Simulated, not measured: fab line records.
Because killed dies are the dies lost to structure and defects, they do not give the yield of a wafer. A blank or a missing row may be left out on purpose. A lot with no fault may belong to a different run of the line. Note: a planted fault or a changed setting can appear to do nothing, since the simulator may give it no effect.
Comparing a struck lot with a sound one | flow n5_finfet | 38 steps out of a route of 1938
Sound: wafers L743.1, L743.5, L743.6. Struck: wafer L754.3. (L754.6 of the same lot was not struck and is left out.) The cause comes at the end.
Order at every step that has rows: each side's tool, ch and its chambers, its first start. Under that, the readings that differ: sound wafers | struck wafers | difference of the means | sigmas: that difference in standard deviations of wafers without a fault.
alike: a reading whose means differ by less than 2 such deviations, as well as words and numbers matching on both sides. not compared: withheld readings; readings where some wafer has no value; bounds like >300 that might hide an equal value; numbers whose values overlap and for which the record gives no deviation.
Wherever a step has rows on one side only, a row that says differs or no value, or a row with sigmas, the two part there. Non-overlapping numbers with no deviation appear without sigmas and do not part them. A reading missing from all wafers of one side parts the sides only when that side holds two or more wafers.

first, 12 steps without rows for these wafers: N5_BEOL_M1_ANNEAL_87 (time 240 s); N5_BEOL_M1_SPUTTER_88 (material Cu, target thk 4.5 nm, time 8.29 s); N5_BEOL_M1_ANNEAL_89 (time 240 s); N5_BEOL_M1_SPUTTER_90 (material Cu, target thk 4.5 nm, time 8.29 s); N5_BEOL_M1_ANNEAL_91 (time 240 s); N5_BEOL_M1_SPUTTER_92 (material Cu, target thk 4.5 nm, time 8.29 s); N5_BEOL_M1_ANNEAL_93 (time 240 s); N5_BEOL_M1_SPUTTER_94 (material Cu, target thk 4.5 nm, time 8.29 s); N5_BEOL_M1_ANNEAL_95 (time 240 s); N5_BEOL_M1_SPUTTER_96 (material Cu, target thk 4.5 nm, time 8.29 s); N5_BEOL_M1_ECD_50 (material Cu, target thk 300 nm); N5_BEOL_M1_ANNEAL_51 (time 90 s).
N5_BEOL_M1_CMP_52: polishes, stops on SiOC, t overpolish 6.8 s, target thk 40 nm.
  sound on cmp-04 ch 0,1, day 8 06:17; struck on cmp-04 ch 0, day 10 18:55
  reading                      | sound             | struck | difference | sigmas
  barrier_field_endpoint_s (s) | 25.0 23.8 25.5    | 41.3   | +16.5      | +21
  overpolish_run_s (s)         | 6.794 6.793 6.804 | 0.050  | -6.747     | -99 or more
  time_to_endpoint_s (s)       | 69 58 70          | 80     | +14        | +3
  alike: motor_current_A
then, 4 steps without rows for these wafers: N5_BEOL_M1_PRE_CLEAN_60 (time 15 s); N5_BEOL_M1_CO_CAP_55 (material Co, precursor CCTBA/H2, target thk 2 nm, time 102.1 s); N5_BEOL_M1_PRE_CLEAN_56 (time 15 s); N5_BEOL_M1_DEP_57 (deposits SiCN from 3MS/NH3, target thk 8 nm, time 14 s).
N5_BEOL_M1_INSPECT_59: inspects for defects (darkfield).
  sound: defect_inspect-02 at day 8 06:52; struck: defect_inspect-02 at day 10 19:23
  reading          | sound     | struck | difference | sigmas
  raw_defect_count | 105 72 65 | 1471   | +1390      | +60
then, 18 steps without rows for these wafers: N5_BEOL_M2_ILD_DEP_00 (deposits SiOC from DEMS/O2, target thk 79 nm, time 15.3 s); N5_BEOL_M2_PECVD_72 (deposits SiO2 from TEOS/O2, target thk 16 nm, time 18 s); N5_BEOL_M2_HM_DEP_02 (deposits TiN, target thk 20 nm); N5_BEOL_M2_COAT_61 (time 60 s, resist thk 60 nm); N5_BEOL_M2_COAT_62 (time 60 s, resist thk 12 nm); N5_BEOL_M2_COAT_73 (time 60 s, resist thk 5 nm); N5_BEOL_M2_COAT_05 (resist thk 30 nm); N5_BEOL_M2_EBR_07; N5_BEOL_M2_SOFTBAKE_06 (time 60 s); N5_BEOL_M2_EXPOSE_08 (exposes mask M2); N5_BEOL_M2_PEB_09 (peb time 60 s); N5_BEOL_M2_DEVELOP_10 (develop time 30 s); N5_BEOL_M2_DESCUM_16 (chemistry O2, time 7 s); N5_BEOL_M2_ETCH_74 (etches underlayer in N2/H2, target depth 6.5 nm, time 5.2 s); N5_BEOL_M2_ETCH_63 (etches SiARC in CF4, target depth 15.6 nm, time 26 s); N5_BEOL_M2_ETCH_64 (etches SOC in N2/H2, target depth 75 nm, overetch 22.5 nm, time 121.9 s); N5_BEOL_M2_STRIP_65 (strips in N2/H2); N5_BEOL_M2_STRIP_75 (strips in N2/H2).
N5_BEOL_M4_RC_MEAS_101:
  the record has rows for the sound wafers here (prober-02 ch 0, day 12 08:58) and none for the struck ones
-- record jumps: 9 days separate the struck wafers' starts on either side; left off in module BEOL_M4, taken up again in module PASSIVATION, whose first shown step is the route's number 1936 --
N5_PASSIVATION_PROBE_49:
  sound: prober-01 at day 17 03:33; struck: prober-01 at day 19 17:13
  reading                  | sound          | struck | difference | sigmas
  defect_limited_yield (%) | 91.6 91.7 92.3 | 0      | -92        | -66
  killed_at_M0_to_M3       | 46 29 33       | 1108   | +1072      | +99 or more
  killed_at_M4_up          | 17 13 9        | 28     | +15        | +3
  killed_dies              | 99 98 91       | 1180   | +1084      | +64
  killed_on_rim            | 12 9 10        | 152    | +142       | +36
  sort_n_pass              | 1081 1057 1089 | 0      | -1076      | -57
  sort_yield_pct (%)       | 91.6 89.6 92.3 | 0      | -91        | -57
  alike: killed_at_contacts, killed_at_front_end, killed_at_other, killed_open, killed_short, sort_bin_4_leakage, sort_bin_5_function, sort_bin_6_memory, sort_bin_8_speed

== WHERE THEY PART ==
First at N5_BEOL_M1_CMP_52; last, within this record, at N5_PASSIVATION_PROBE_49.

WHY: the cause the simulator had injected
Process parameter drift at N5_BEOL_M1_CMP_52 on cmp-04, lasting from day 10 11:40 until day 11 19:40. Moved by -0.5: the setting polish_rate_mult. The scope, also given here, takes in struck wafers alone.
